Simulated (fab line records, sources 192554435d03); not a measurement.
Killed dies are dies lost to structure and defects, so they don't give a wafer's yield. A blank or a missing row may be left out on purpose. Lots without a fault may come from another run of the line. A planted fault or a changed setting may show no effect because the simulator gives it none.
fab line records | flow n5_finfet
record lots=7 wafers=21
route steps=1938 shown ZERO_LAYER@6 PMOS_HMC_CHANNEL_EPI@63 FIN_SAQP@108 FIN_CUT@155 DUMMY_GATE@224
start_h: hours from the record's first day to the start of the lot's first wafer shown | wait_h: hours since the lot's step before | " the same as in the row above | L1.1+2: a row that stands for several wafers | - no value, or no start given | * or withheld: withheld | < > ~ a bound
route shown NAME@n: a module of which the file shows steps, and the number in the route of the first | usual: mean/standard deviation of fault-free wafers | same: alike in all rows | chamber/n: place in a boat | sites: the reading at each site | _std_site: their standard deviation | _edge_site: outer sites' mean less inner sites' | radius_mm: how far each site lies from the wafer's centre | mask NAME#n: copy n | behind: the tool/chamber that last shaped the wafer | hold: why the lot was held/for how many hours/how that ended | device: the transistor (n, p or np) that didn't switch | end of line: the same wafers' tests at the end of the route | a step without rows: its recipe alone | killed: dies lost to structure and defects at the first sort, not the wafer's yield | map: a wafer's dies, x killed, . not, _ none there
set.NAME: the setting as run; set.NAME@STEP: as run at that earlier step | model.NAME: the simulator's own value behind a step, which no gauge read
lots whose settings were changed on purpose; a table a step, a row a wafer
## steps
# step N5_ZERO_LAYER_COAT_05
# recipe spin_rpm=1500 resist_thk_nm=1000
# columns lot.wafer tool chamber start_h wait_h set.spin_rpm model.coat_of_ZERO_LAYER_COAT_05.thk_nm
L076.1 litho_track-03 0 - - 1500 998.3
L076.3 " 0 " " 1500 998.9
L076.5 " 0 " " 1500 998.2
L077.2 litho_track-05 0 - - 1500 999.7
L077.3 " 0 " " 1500 999.5
L077.6 " 0 " " 1561 978.7
L078.3 litho_track-05 0 - - 1500 997.4
L078.4 " 0 " " 1376 1043
L078.6 " 0 " " 1376 1041
L080.3 litho_track-04 0 - - 1500 1001
L080.4 " 0 " " 1500 1000
L080.5 " 0 " " 1423 1030
L083.3 litho_track-04 0 - - 1500 1003
L083.5 " 0 " " 1359 1052
L083.6 " 0 " " 1359 1056
L086.1 litho_track-04 0 - - 1500 1003
L086.3 " 0 " " 1500 1001
L086.5 " 0 " " 1500 997.5
L091.1 litho_track-04 0 - - 1561 982.9
L091.3 " 0 " " 1561 985.1
L091.4 " 0 " " 1500 1006
# step N5_ZERO_LAYER_EXPOSE_08
# recipe mask_id=ZERO na=0.55 source_shape=conventional sigma_outer=0.8 polarization=unpolarized defocus_nm=0 target_cd_nm=2000 dose_mj=16.2
# columns lot.wafer tool chamber start_h wait_h mask set.dose_mj
L076.1+3+5 krf_scanner-01 0 24.47 - ZERO#0 16.2
L077.2 krf_scanner-02 0 30.62 - ZERO#0 15.12
L077.3+6 " 0 " " ZERO#0 16.2
L078.3+4 krf_scanner-02 0 36.48 - ZERO#0 17.39
L078.6 " 0 " " ZERO#0 16.2
L080.3+4 krf_scanner-01 0 48.60 - ZERO#0 15.77
L080.5 " 0 " " ZERO#0 16.2
L083.3+5+6 krf_scanner-01 0 66.60 - ZERO#0 16.2
L086.1 krf_scanner-01 0 84.47 - ZERO#0 16.93
L086.3+5 " 0 " " ZERO#0 16.2
L091.1+3+4 krf_scanner-01 0 114.69 - ZERO#0 15.67
# step N5_ZERO_LAYER_PEB_09
# recipe peb_temp_c=withheld peb_time_s=*
# step N5_ZERO_LAYER_DEVELOP_10
# recipe develop_time_s=60 rinse_liquid=diw dry=air_spin dev_temp_c=21
# step N5_ZERO_LAYER_HARDBAKE_23
# recipe temp_c=130 time_s=120
# step N5_ZERO_LAYER_CD_MEAS_11
# recipe target_cd_nm=2000 landing_energy_ev=500 detector=se_inlens
# usual cd_nm=1999.3/1.6
# columns lot.wafer tool chamber start_h wait_h set.dose_mj@ZERO_LAYER_EXPOSE_08 cd_nm
L076.1 cd_sem-01 0 24.64 - 16.2 2000.1
L076.3 " 0 " " 16.2 1998.2
L076.5 " 0 " " 16.2 1999.9
L077.2 cd_sem-02 0 30.79 - 15.12 1985.5
L077.3 " 0 " " 16.2 1999.4
L077.6 " 0 " " 16.2 2001.0
L078.3 cd_sem-03 0 36.65 - 17.39 2010.9
L078.4 " 0 " " 17.39 2010.5
L078.6 " 0 " " 16.2 1995.8
L080.3 cd_sem-02 0 48.77 - 15.77 1994.9
L080.4 " 0 " " 15.77 1994.6
L080.5 " 0 " " 16.2 1996.9
L083.3 cd_sem-01 0 66.77 - 16.2 1999.1
L083.5 " 0 " " 16.2 1997.4
L083.6 " 0 " " 16.2 1995.4
L086.1 cd_sem-03 0 84.64 - 16.93 2008.9
L086.3 " 0 " " 16.2 2000.3
L086.5 " 0 " " 16.2 2001.0
L091.1 cd_sem-03 0 114.87 - 15.67 1991.8
L091.3 " 0 " " 15.67 1994.4
L091.4 " 0 " " 15.67 1989.4
# step N5_ZERO_LAYER_DESCUM_16
# recipe chemistry=O2 time_s=7.9 source_power_w=50 bias_power_w=20 pressure_mtorr=20 rf_frequency_hz=2.712e+07 temp_c=40 o2_flow_sccm=225
# columns lot.wafer tool chamber start_h wait_h set.dose_mj@ZERO_LAYER_EXPOSE_08 model.ZERO_LAYER.cd_nm
L076.1+5 rie_diel-03 2,3 25.21 0.6 16.2 2000
L076.3 " 3 " " 16.2 1998
L077.2 rie_diel-04 0 31.06 0.3 15.12 1985
L077.3 " 2 " " 16.2 1999
L077.6 " 2 " " 16.2 2001
L078.3 rie_diel-02 2 36.72 0.1 17.39 2011
L078.4 " 3 " " 17.39 2010
L078.6 " 1 " " 16.2 1996
L080.3+4 rie_diel-04 3,0 48.80 0.0 15.77 1995
L080.5 " 2 " " 16.2 1997
L083.3 rie_diel-04 1 67.76 1.0 16.2 1999
L083.5 " 2 " " 16.2 1998
L083.6 " 0 " " 16.2 1995
L086.1 rie_diel-03 1 84.68 0.0 16.93 2009
L086.3 " 3 " " 16.2 2000
L086.5 " 3 " " 16.2 2001
L091.1 rie_diel-03 2 114.91 0.0 15.67 1992
L091.3 " 3 " " 15.67 1994
L091.4 " 0 " " 15.67 1990
# step N5_ZERO_LAYER_ETCH_17
# recipe chemistry=CF4 target=SiO2 target_depth_a=120 time_s=13.3 ion_energy_ev=350 pressure_mtorr=40 source_w=450 bias_w=215 Ar_flow_sccm=100 cf4_flow_sccm=100
# step N5_ZERO_LAYER_ETCH_18
# recipe chemistry=HBr/Cl2 target=Si target_depth_a=1200 time_s=40 pressure_mtorr=10 icp_w=800 bias_w=75 HBr_flow_sccm=150 Cl2_flow_sccm=80
# columns lot.wafer tool chamber start_h wait_h set.spin_rpm@ZERO_LAYER_COAT_05 model.coat_of_ZERO_LAYER_COAT_05.thk_nm
L076.1+5 rie_si-03 0 25.32 0.0 1500 929.2
L076.3 " 3 " " 1500 929.9
L077.2 rie_si-03 2 31.16 0.0 1500 928.9
L077.3 " 0 " " 1500 929.7
L077.6 " 1 " " 1561 909
L078.3 rie_si-05 0 36.83 0.0 1500 927.8
L078.4 " 1 " " 1376 973
L078.6 " 2 " " 1376 972.2
L080.3 rie_si-02 1 48.91 0.0 1500 930.8
L080.4 " 3 " " 1500 929.7
L080.5 " 2 " " 1423 960.2
L083.3 rie_si-03 2 67.87 0.0 1500 931.9
L083.5 " 0 " " 1359 982.2
L083.6 " 3 " " 1359 985.8
L086.1 rie_si-03 0 84.79 0.0 1500 933.3
L086.3 " 1 " " 1500 931.4
L086.5 " 2 " " 1500 927.7
L091.1 rie_si-05 3 115.02 0.0 1561 913.2
L091.3 " 1 " " 1561 915
L091.4 " 2 " " 1500 936.4
# step N5_ZERO_LAYER_STRIP_24
# recipe chemistry=O2 power_w=1000 temp_c=250 overash_fraction=0.3 pressure_mtorr=1000 o2_flow_sccm=6750
# usual strip_time_to_endpoint_s=43.86/0.097
# columns lot.wafer tool chamber start_h wait_h set.spin_rpm@ZERO_LAYER_COAT_05 strip_time_to_endpoint_s
L076.1 plasma_asher-02 1 25.42 0.1 1500 43.81
L076.3 " 0 " " 1500 43.85
L076.5 " 0 " " 1500 43.81
L077.2 plasma_asher-01 0 31.29 0.1 1500 43.79
L077.3 " 1 " " 1500 43.82
L077.6 " 1 " " 1561 43.20
L078.3 plasma_asher-02 1 36.95 0.1 1500 43.76
L078.4 " 0 " " 1376 45.12
L078.6 " 1 " " 1376 45.09
L080.3 plasma_asher-02 1 49.04 0.1 1500 43.87
L080.4 " 0 " " 1500 43.83
L080.5 " 0 " " 1423 44.73
L083.3 plasma_asher-01 1 68.00 0.1 1500 43.89
L083.5 " 0 " " 1359 45.38
L083.6 " 1 " " 1359 45.50
L086.1 plasma_asher-02 1 84.89 0.1 1500 43.94
L086.3 " 0 " " 1500 43.87
L086.5 " 0 " " 1500 43.76
L091.1 plasma_asher-02 1 115.12 0.1 1561 43.33
L091.3 " 0 " " 1561 43.38
L091.4 " 1 " " 1500 44.03
# step N5_PMOS_HMC_CHANNEL_EPI_PEB_07
# recipe peb_temp_c=110 peb_time_s=60 resist=CAR-ArF-block
# columns lot.wafer tool chamber start_h wait_h set.peb_time_s
L076.1+3+5 litho_track-05 0 29.86 0.1 60
L077.2+3+6 litho_track-04 0 35.42 0.0 60
L078.3 litho_track-01 0 41.54 0.0 60
L078.4+6 " 0 " " 55.07
L080.3 litho_track-05 0 55.18 0.0 73.18
L080.4+5 " 0 " " 60
L083.3+5 litho_track-04 0 72.34 0.0 60
L083.6 " 0 " " 54.91
L086.1+5 litho_track-04 0 89.24 0.1 71.37
L086.3 " 0 " " 60
L091.1+3 litho_track-01 0 119.66 0.1 71.94
L091.4 " 0 " " 60
# step N5_PMOS_HMC_CHANNEL_EPI_DEVELOP_08
# recipe develop_time_s=30 developer=TMAH resist=CAR-ArF-block dev_temp_c=23 rinse_liquid=diw dry=air_spin
# columns lot.wafer tool chamber start_h wait_h set.develop_time_s
L076.1+3+5 litho_track-05 0 - - 30
L077.2+3 litho_track-04 0 - - 27.74
L077.6 " 0 " " 30
L078.3 litho_track-01 0 - - 30
L078.4+6 " 0 " " 33
L080.3+4+5 litho_track-05 0 - - 23.83
L083.3+5 litho_track-04 0 - - 35.08
L083.6 " 0 " " 30
L086.1+3 litho_track-04 0 - - 32.74
L086.5 " 0 " " 30
L091.1+3+4 litho_track-01 0 - - 30
# step N5_PMOS_HMC_CHANNEL_EPI_CD_MEAS_09
# recipe target_cd_nm=237.4 landing_energy_ev=500 detector=se_inlens
# usual cd_nm=237.6/0.94
# columns lot.wafer tool chamber start_h wait_h set.peb_time_s@PMOS_HMC_CHANNEL_EPI_PEB_07 cd_nm
L076.1 cd_sem-02 0 29.92 - 60 239.1
L076.3 " 0 " " 60 238.5
L076.5 " 0 " " 60 237.9
L077.2 cd_sem-03 0 35.49 - 60 235.5
L077.3 " 0 " " 60 236.4
L077.6 " 0 " " 60 236.2
L078.3 cd_sem-01 0 41.61 - 60 236.7
L078.4 " 0 " " 55.07 234.2
L078.6 " 0 " " 55.07 234.2
L080.3 cd_sem-02 0 55.24 - 73.18 243.8
L080.4 " 0 " " 60 236.8
L080.5 " 0 " " 60 236.0
L083.3 cd_sem-02 0 72.41 - 60 238.7
L083.5 " 0 " " 60 238.9
L083.6 " 0 " " 54.91 233.5
L086.1 cd_sem-01 0 89.30 - 71.37 246.0
L086.3 " 0 " " 60 239.9
L086.5 " 0 " " 71.37 245.0
L091.1 cd_sem-02 0 119.73 - 71.94 243.4
L091.3 " 0 " " 71.94 242.6
L091.4 " 0 " " 60 236.9
# step N5_PMOS_HMC_CHANNEL_EPI_DESCUM_14
# recipe chemistry=O2 time_s=7.9 source_power_w=50 bias_power_w=20 pressure_mtorr=20 rf_frequency_hz=2.712e+07 temp_c=40 resist=CAR-ArF-block o2_flow_sccm=225
# columns lot.wafer tool chamber start_h wait_h set.peb_time_s@PMOS_HMC_CHANNEL_EPI_PEB_07 model.PMOS_HMC_CHANNEL_EPI.cd_nm
L076.1 rie_diel-04 2 30.01 0.0 60 239.1
L076.3 " 1 " " 60 238.4
L076.5 " 2 " " 60 237.8
L077.2 rie_diel-04 1 35.57 0.0 60 235.9
L077.3 " 3 " " 60 236.5
L077.6 " 3 " " 60 236.2
L078.3 rie_diel-03 2 41.69 0.0 60 236.8
L078.4 " 3 " " 55.07 234.4
L078.6 " 2 " " 55.07 233.9
L080.3 rie_diel-03 2 55.33 0.0 73.18 243.9
L080.4 " 3 " " 60 236.7
L080.5 " 0 " " 60 236.3
L083.3 rie_diel-04 2 72.49 0.0 60 238.8
L083.5 " 1 " " 60 238.9
L083.6 " 2 " " 54.91 233.2
L086.1 rie_diel-02 2 89.65 0.3 71.37 246.3
L086.3 " 1 " " 60 239.6
L086.5 " 2 " " 71.37 245.3
L091.1 rie_diel-03 3 119.81 0.0 71.94 243.5
L091.3 " 0 " " 71.94 242.5
L091.4 " 1 " " 60 236.7
# step N5_PMOS_HMC_CHANNEL_EPI_ETCH_32
# recipe chemistry=N2/H2 target=BARC stop_on=SiO2 target_depth_a=858 over_etch_frac=0.3 time_s=50.3 ion_energy_ev=200 mask_material=CAR-ArF-block pressure_mtorr=30 source_w=840 bias_w=150 n2_flow_sccm=200 h2_flow_sccm=200
# columns lot.wafer tool chamber start_h wait_h set.peb_time_s@PMOS_HMC_CHANNEL_EPI_PEB_07 model.PMOS_HMC_CHANNEL_EPI.cd_nm
L076.1 rie_diel-04 2 30.05 0.0 60 242.3
L076.3 " 1 " " 60 242
L076.5 " 2 " " 60 241.2
L077.2+6 rie_diel-04 1,3 35.61 0.0 60 239.3
L077.3 " 3 " " 60 240.2
L078.3 rie_diel-03 2 41.73 0.0 60 240.4
L078.4 " 3 " " 55.07 237.2
L078.6 " 2 " " 55.07 237.6
L080.3 rie_diel-03 2 55.37 0.0 73.18 246.8
L080.4 " 3 " " 60 238.6
L080.5 " 0 " " 60 238.1
L083.3 rie_diel-04 2 72.53 0.0 60 242.5
L083.5 " 1 " " 60 242.8
L083.6 " 2 " " 54.91 236.2
L086.1 rie_diel-02 2 89.68 0.0 71.37 248.1
L086.3 " 1 " " 60 242.2
L086.5 " 2 " " 71.37 247.3
L091.1 rie_diel-03 3 119.85 0.0 71.94 246.7
L091.3 " 0 " " 71.94 245.3
L091.4 " 1 " " 60 239.3
# step N5_FIN_SAQP_EXPOSE_13
# recipe mask_id=FIN_CORE na=1.35 source_shape=dipole sigma_inner=0.538 sigma_outer=0.738 polarization=te target_cd_nm=35.6 dose_mj=63.25
# columns lot.wafer tool chamber start_h wait_h mask set.dose_mj
L076.1+3+5 arfi_scanner-02 0 34.76 - FIN_CORE#0 63.25
L077.2+3+6 arfi_scanner-03 0 39.95 - FIN_CORE#0 63.25
L078.3+4 arfi_scanner-03 0 45.67 - FIN_CORE#0 63.25
L078.6 " 0 " " FIN_CORE#0 59.1
L080.3+4+5 arfi_scanner-02 0 60.62 - FIN_CORE#0 63.25
L083.3+5 arfi_scanner-02 0 76.46 - FIN_CORE#0 63.25
L083.6 " 0 " " FIN_CORE#0 65.96
L086.1+5 arfi_scanner-01 0 93.84 - FIN_CORE#0 63.25
L086.3 " 0 " " FIN_CORE#0 67.02
L091.1 arfi_scanner-03 0 124.11 - FIN_CORE#0 63.25
L091.3+4 " 0 " " FIN_CORE#0 65.17
# step N5_FIN_SAQP_DEVELOP_15
# recipe develop_time_s=30 developer=TMAH resist=CAR-ArF dev_temp_c=23 rinse_liquid=diw dry=air_spin
# columns lot.wafer tool chamber start_h wait_h set.develop_time_s
L076.1+3+5 litho_track-05 0 - - 30
L077.2+6 litho_track-03 0 - - 30
L077.3 " 0 " " 32.13
L078.3+4 litho_track-05 0 - - 33.79
L078.6 " 0 " " 30
L080.3+4 litho_track-05 0 - - 36.53
L080.5 " 0 " " 30
L083.3+6 litho_track-05 0 - - 24.36
L083.5 " 0 " " 30
L086.1+3 litho_track-03 0 - - 36.42
L086.5 " 0 " " 30
L091.1+3+4 litho_track-03 0 - - 30
# step N5_FIN_SAQP_CD_MEAS_16
# recipe target_cd_nm=35.6 landing_energy_ev=500 detector=se_inlens
# usual cd_nm=35.64/0.3
# columns lot.wafer tool chamber start_h wait_h set.dose_mj@FIN_SAQP_EXPOSE_13 cd_nm
L076.1 cd_sem-01 0 34.88 - 63.25 35.71
L076.3 " 0 " " 63.25 36.09
L076.5 " 0 " " 63.25 35.87
L077.2 cd_sem-01 0 40.07 - 63.25 35.85
L077.3 " 0 " " 63.25 35.79
L077.6 " 0 " " 63.25 35.86
L078.3 cd_sem-03 0 45.79 - 63.25 34.95
L078.4 " 0 " " 63.25 35.69
L078.6 " 0 " " 59.1 37.28
L080.3 cd_sem-03 0 60.74 - 63.25 35.36
L080.4 " 0 " " 63.25 35.33
L080.5 " 0 " " 63.25 35.34
L083.3 cd_sem-03 0 76.58 - 63.25 36.42
L083.5 " 0 " " 63.25 35.50
L083.6 " 0 " " 65.96 35.15
L086.1 cd_sem-03 0 93.97 - 63.25 35.18
L086.3 " 0 " " 67.02 33.65
L086.5 " 0 " " 63.25 35.73
L091.1 cd_sem-03 0 124.24 - 63.25 35.52
L091.3 " 0 " " 65.17 35.02
L091.4 " 0 " " 65.17 35.02
# step N5_FIN_CUT_COAT_19
# recipe resist=SiARC temp_c=220 time_s=60 spin_rpm=1500 resist_thk_nm=20
# columns lot.wafer tool chamber start_h wait_h set.spin_rpm model.SiARC_of_FIN_CUT_COAT_19.thk_nm
L076.1+3+5 litho_track-01 0 - - 1500 20
L077.2 litho_track-02 0 - - 1500 20
L077.3+6 " 0 " " 1439 20.4
L078.3+6 litho_track-04 0 - - 1500 20
L078.4 " 0 " " 1444 20.4
L080.3+5 litho_track-02 0 - - 1558 19.6
L080.4 " 0 " " 1500 20
L083.3+6 litho_track-04 0 - - 1552 19.8
L083.5 " 0 " " 1500 20
L086.1+3+5 litho_track-04 0 - - 1500 20
L091.1+4 litho_track-02 0 - - 1418 20.6
L091.3 " 0 " " 1500 20
# step N5_FIN_CUT_COAT_29
# recipe resist=underlayer temp_c=205 time_s=60 spin_rpm=1500 resist_thk_nm=10
# step N5_FIN_CUT_COAT_02
# recipe resist=CAR-EUV spin_rpm=1500 resist_thk_nm=30
# step N5_FIN_CUT_DESCUM_13
# recipe chemistry=O2 time_s=7 source_power_w=50 bias_power_w=20 pressure_mtorr=20 rf_frequency_hz=2.712e+07 temp_c=40 resist=CAR-EUV o2_flow_sccm=225
# step N5_FIN_CUT_ETCH_30
# recipe chemistry=N2/H2 target=underlayer target_depth_a=130 mask_material=CAR-EUV time_s=10.4 ion_energy_ev=200 pressure_mtorr=30 source_w=840 bias_w=150 n2_flow_sccm=200 h2_flow_sccm=200 ends=cleared
# step N5_FIN_CUT_ETCH_20
# recipe chemistry=CF4 target=SiARC target_depth_a=260 mask_material=CAR-EUV time_s=43.3 ion_energy_ev=80 pressure_mtorr=40 source_w=545 bias_w=36 Ar_flow_sccm=100 cf4_flow_sccm=100 ends=cleared
# columns lot.wafer tool chamber start_h wait_h set.spin_rpm@FIN_CUT_COAT_19 model.etch.depth_nm
L076.1 rie_diel-04 0 39.99 0.0 1500 20.03
L076.3 " 3 " " 1500 20.05
L076.5 " 2 " " 1500 20.06
L077.2 rie_diel-04 3 45.09 0.0 1500 19.99
L077.3 " 0 " " 1439 20.4
L077.6 " 3 " " 1439 20.41
L078.3 rie_diel-03 1 51.00 0.0 1500 20.01
L078.4 " 0 " " 1444 20.31
L078.6 " 3 " " 1500 20.05
L080.3 rie_diel-03 0 67.29 0.0 1558 19.63
L080.4 " 2 " " 1500 19.99
L080.5 " 0 " " 1558 19.56
L083.3 rie_diel-02 0 81.82 0.0 1552 19.71
L083.5 " 1 " " 1500 20.02
L083.6 " 0 " " 1552 19.73
L086.1 rie_diel-02 2 99.10 0.0 1500 19.96
L086.3 " 3 " " 1500 19.99
L086.5 " 0 " " 1500 19.98
L091.1 rie_diel-04 2 129.08 0.0 1418 20.52
L091.3 " 1 " " 1500 19.98
L091.4 " 1 " " 1418 20.57
# step N5_FIN_CUT_ETCH_21
# recipe chemistry=N2/H2 target=SOC target_depth_a=2190 overetch_a=438 mask_material=SiARC temp_c=40 ion_energy_ev=100 bias_w=61 time_s=523.5 pressure_mtorr=30 source_w=850 n2_flow_sccm=200 h2_flow_sccm=200
# columns lot.wafer tool chamber start_h wait_h set.spin_rpm@FIN_CUT_COAT_19 model.SiARC_of_FIN_CUT_COAT_19.thk_nm
L076.1 rie_diel-04 0 40.02 0.0 1500 11.6
L076.3+5 " 3,2 " " 1500 11.8
L077.2 rie_diel-04 3 45.13 0.0 1500 11.6
L077.3 " 0 " " 1439 12
L077.6 " 3 " " 1439 12.2
L078.3 rie_diel-03 1 51.04 0.0 1500 11.8
L078.4 " 0 " " 1444 12
L078.6 " 3 " " 1500 12
L080.3+5 rie_diel-03 0 67.33 0.0 1558 11.4
L080.4 " 2 " " 1500 11.8
L083.3+6 rie_diel-02 0 81.86 0.0 1552 11.6
L083.5 " 1 " " 1500 12
L086.1+3+5 rie_diel-02 2,3,0 99.14 0.0 1500 12
L091.1+4 rie_diel-04 2,1 129.11 0.0 1418 12.4
L091.3 " 1 " " 1500 11.6
# step N5_DUMMY_GATE_COAT_28
# recipe resist=underlayer temp_c=205 time_s=60 spin_rpm=1500 resist_thk_nm=10
# columns lot.wafer tool chamber start_h wait_h set.spin_rpm model.underlayer_of_DUMMY_GATE_COAT_28.thk_nm
L076.1+3+5 litho_track-03 0 - - 1500 10
L077.2+3+6 litho_track-05 0 - - 1500 10
L078.3+4+6 litho_track-03 0 - - 1636 9.6
L080.3+5 litho_track-05 0 - - 1557 9.8
L080.4 " 0 " " 1500 10
L083.3+6 litho_track-03 0 - - 1500 10
L083.5 " 0 " " 1565 9.8
L086.1 litho_track-05 0 - - 1618 9.6
L086.3+5 " 0 " " 1500 10
L091.1+3+4 litho_track-05 0 - - 1500 10
## key
split step=N5_ZERO_LAYER_COAT_05 setting=spin_rpm stated=1500 by=wafer
response step=N5_ZERO_LAYER_COAT_05 reading=model.coat_of_ZERO_LAYER_COAT_05.thk_nm change=-5.42 per=1% r=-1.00
response step=N5_ZERO_LAYER_ETCH_18 reading=model.coat_of_ZERO_LAYER_COAT_05.thk_nm change=-5.49 per=1% r=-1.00
response step=N5_ZERO_LAYER_STRIP_24 reading=strip_time_to_endpoint_s change=* per=1% r=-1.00
split step=N5_ZERO_LAYER_EXPOSE_08 setting=dose_mj stated=16.2 by=wafer
response step=N5_ZERO_LAYER_CD_MEAS_11 reading=cd_nm change=+1.99 per=1% r=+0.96
response step=N5_ZERO_LAYER_DESCUM_16 reading=model.ZERO_LAYER.cd_nm change=+1.99 per=1% r=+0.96
split step=N5_PMOS_HMC_CHANNEL_EPI_PEB_07 setting=peb_time_s stated=60 by=wafer
response step=N5_PMOS_HMC_CHANNEL_EPI_CD_MEAS_09 reading=cd_nm change=+0.332 per=1% r=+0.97
response step=N5_PMOS_HMC_CHANNEL_EPI_DESCUM_14 reading=model.PMOS_HMC_CHANNEL_EPI.cd_nm change=+0.346 per=1% r=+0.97
response step=N5_PMOS_HMC_CHANNEL_EPI_ETCH_32 reading=model.PMOS_HMC_CHANNEL_EPI.cd_nm shape=bent at_lowest=236.2 at_stated=240.6 at_highest=246.8
split step=N5_PMOS_HMC_CHANNEL_EPI_DEVELOP_08 setting=develop_time_s stated=30 by=wafer
response none clear
split step=N5_FIN_SAQP_EXPOSE_13 setting=dose_mj stated=63.25 by=wafer
response step=N5_FIN_SAQP_CD_MEAS_16 reading=cd_nm change=-0.269 per=1% r=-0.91
split step=N5_FIN_SAQP_DEVELOP_15 setting=develop_time_s stated=30 by=wafer
response none clear
split step=N5_FIN_CUT_COAT_19 setting=spin_rpm stated=1500 by=wafer
response step=N5_FIN_CUT_COAT_19 reading=model.SiARC_of_FIN_CUT_COAT_19.thk_nm change=-0.0989 per=1% r=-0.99
response step=N5_FIN_CUT_ETCH_20 reading=model.etch.depth_nm change=-0.0967 per=1% r=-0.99
response step=N5_FIN_CUT_ETCH_21 reading=model.SiARC_of_FIN_CUT_COAT_19.thk_nm change=-0.111 per=1% r=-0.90
split step=N5_DUMMY_GATE_COAT_28 setting=spin_rpm stated=1500 by=wafer
response step=N5_DUMMY_GATE_COAT_28 reading=model.underlayer_of_DUMMY_GATE_COAT_28.thk_nm change=-0.0502 per=1% r=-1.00
